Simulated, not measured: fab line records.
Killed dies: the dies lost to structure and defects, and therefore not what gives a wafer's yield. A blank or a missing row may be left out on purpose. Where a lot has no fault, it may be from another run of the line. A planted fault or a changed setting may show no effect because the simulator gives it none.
Struck lot and sound lot, side by side ; flow n5_finfet ; 23 steps out of a route of 1938
Sound: the wafers L595.1, L595.2, L595.5. The struck wafers were L606.3, L606.5, L606.6. The cause comes at the end.
For every step that has rows: the tool of each side, followed by ch and its chambers, followed by its first start. Under that, the readings that differ: sound wafers ; struck wafers ; difference of the means ; sigmas: that difference in standard deviations of wafers without a fault.
alike: readings with means less than 2 such deviations apart, plus words and numbers identical on both sides. not compared: withheld readings, readings lacking a value on some wafer, bounds such as >300 that could conceal the same value, and numbers that have no deviation in the record and whose values overlap.
Wherever a step has rows on one side only, a row that says differs or no value, or a row with sigmas, the two part there. Non-overlapping numbers with no deviation appear without sigmas and do not part them. Lack of a reading on every wafer of one side parts them only where that side has two or more wafers.

first, 11 steps without rows for these wafers: N5_BEOL_M8_ETCH_62 (etches SOC in N2/H2, target depth 110 nm, overetch 22 nm, time 165 s); N5_BEOL_M8_STRIP_68 (strips in N2/H2); N5_BEOL_M8_STRIP_67 (strips in CF4); N5_BEOL_M8_HM_OPEN_17 (chemistry Cl2/BCl3, target TiN, target depth 20 nm, overetch 6 nm); N5_BEOL_M8_STRIP_19 (strips in O2); N5_BEOL_M8_COAT_63 (time 60 s, resist thk 60 nm); N5_BEOL_M8_COAT_64 (time 60 s, resist thk 12 nm); N5_BEOL_M8_COAT_71 (time 60 s, resist thk 5 nm); N5_BEOL_M8_COAT_22 (resist thk 30 nm); N5_BEOL_M8_EBR_24; N5_BEOL_M8_SOFTBAKE_23 (time 60 s).
N5_BEOL_M8_EXPOSE_25: exposes mask V7, target cd 40 nm.
  sound on euv_scanner-02 ch 0, day 10 03:47; struck on euv_scanner-02 ch 0, day 13 02:43
  alike: mask, reticle_temp_C
then, 2 steps without rows for these wafers: N5_BEOL_M8_PEB_26 (peb time 60 s); N5_BEOL_M8_DEVELOP_27 (develop time 30 s).
N5_BEOL_M8_DESCUM_33: chemistry O2, time 7 s.
  sound on rie_diel-05 ch 1,2,3, day 10 04:31; struck on rie_diel-03 ch 0,2,3, day 13 03:04
reading;sound;struck;difference;sigmas
drypump_motor_current_A (A);6.5 6.3 6.0;5.2 5.5 5.4;-0.9;-2
model.BEOL_M8.cd_nm (nm);40.4 40.2 39.8;39.2 39.2 39.2;-0.9;
  alike: chamber_pressure_mTorr, oes_product_au, rf_vpp_V, showerhead_plenum_p_Torr, throttle_valve_pct
  not compared: rf_hours_counter_h
then, 5 steps without rows for these wafers: N5_BEOL_M8_ETCH_72 (etches underlayer in N2/H2, target depth 6.5 nm, time 5.2 s); N5_BEOL_M8_ETCH_65 (etches SiARC in CF4, target depth 15.6 nm, time 26 s); N5_BEOL_M8_ETCH_66 (etches SOC in N2/H2, target depth 80 nm, overetch 16 nm, time 120 s); N5_BEOL_M8_STRIP_69 (strips in N2/H2); N5_BEOL_M8_STRIP_73 (strips in N2/H2).
N5_BEOL_M8_VIA_ETCH_34: etches SiCOH lowk in C4F6/O2, target depth 125.5 nm, time 50.5 s.
  sound on rie_diel-05 ch 1,2,3, day 10 04:42; struck on rie_diel-03 ch 0,2,3, day 13 03:14
reading;sound;struck;difference;sigmas
drypump_motor_current_A (A);6.5 6.3 6.0;5.2 5.5 5.4;-0.9;-2
model.BEOL_M8.cd_nm (nm);40 40.4 39.6;39.2 39.2 39.4;-0.7;
  alike: chamber_pressure_mTorr, oes_product_au, rf_vpp_V, showerhead_plenum_p_Torr, throttle_valve_pct
  not compared: rf_hours_counter_h
then, 1 step without rows for these wafers: N5_BEOL_M8_STRIP_76 (strips in C4F6/O2).
-- record jumps: 3 days separate the struck wafers' starts on either side; left off in module BEOL_M8, taken up again in module PASSIVATION, whose first shown step is the route's number 1936 --
N5_PASSIVATION_PROBE_49:
  record: rows for the struck wafers here (prober-02, day 16 13:43), none for the sound ones

WHERE THEY PART
First at N5_BEOL_M8_DESCUM_33; last, within this record, at N5_PASSIVATION_PROBE_49.

WHY: whatever the simulator had introduced
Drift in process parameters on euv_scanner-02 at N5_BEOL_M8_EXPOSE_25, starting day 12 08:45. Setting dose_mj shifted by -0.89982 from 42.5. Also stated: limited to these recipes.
